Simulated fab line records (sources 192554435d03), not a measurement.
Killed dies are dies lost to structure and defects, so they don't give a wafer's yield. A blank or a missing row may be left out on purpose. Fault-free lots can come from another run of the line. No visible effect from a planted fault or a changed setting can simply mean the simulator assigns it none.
Matching of chambers	flow n5 finfet	4 sister chambers for N5_DUMMY_GATE_ETCH_23 on rie si-01
The step etches poly-Si in HBr/Cl2/O2, target depth 41 nm, time 22.3 s. 16 wafers are shown with their chamber, then 8 later ones without.

## WAFERS, EACH WITH ITS CHAMBER
wafer	chamber	drypump motor current A (A)	oes product au (a.u.)
L076.1	2	5.5	0.979
L076.3	1	5.2	0.983
L076.4	0	6.8	0.992
L077.2	2	5.5	0.984
L077.4	1	5.2	1.003
L077.5	1	5.2	1.000
L084.1	0	6.7	1.001
L084.2	1	5.2	1.003
L084.4	3	5.7	0.964
L086.1	3	5.7	0.962
L086.3	0	6.7	1.007
L086.4	1	5.2	1.003
L087.3	3	5.7	0.967
L087.4	1	5.2	0.999
L087.6	1	5.2	1.008
L092.1	0	6.8	1.008

SIGNATURES, as means of the wafers listed above
reading	chamber 0	chamber 1	chamber 2	chamber 3	scatter within a chamber
drypump motor current A	6.750	5.200	5.500	5.700	0.0289
oes product au	1.00200	0.99986	0.98150	0.96433	0.00688
Rule: for each reading, subtract the chamber's mean from the wafer's reading, divide by that reading's scatter and square the result; add these up over the readings and take the root, which gives the wafer's distance from the chamber. The wafer belongs to the nearest chamber; if the next one is less than 2 further off, it can't be placed. The scatter: take each reading less its chamber's mean, square it, sum over the shown wafers, divide by the number of wafers less the number of chambers, and take the root.

## WAFERS MISSING THEIR CHAMBER
wafer	drypump motor current A (A)	oes product au (a.u.)
L092.3	5.5	0.990
L092.6	5.2	1.013
L093.2	5.2	1.003
L093.4	5.5	0.986
L093.6	5.5	0.980
L096.1	5.7	0.962
L096.2	6.7	1.006
L096.6	6.7	1.007

## WHICH CHAMBER EACH WENT THROUGH
wafer	from the rows above	in truth
L092.3	2	2
L092.6	1	1
L093.2	1	1
L093.4	2	2
L093.6	2	2
L096.1	3	3
L096.2	0	0
L096.6	0	0
8 of 8 placed correctly. Number that these rows cannot place: 0. 0 placed wrongly.
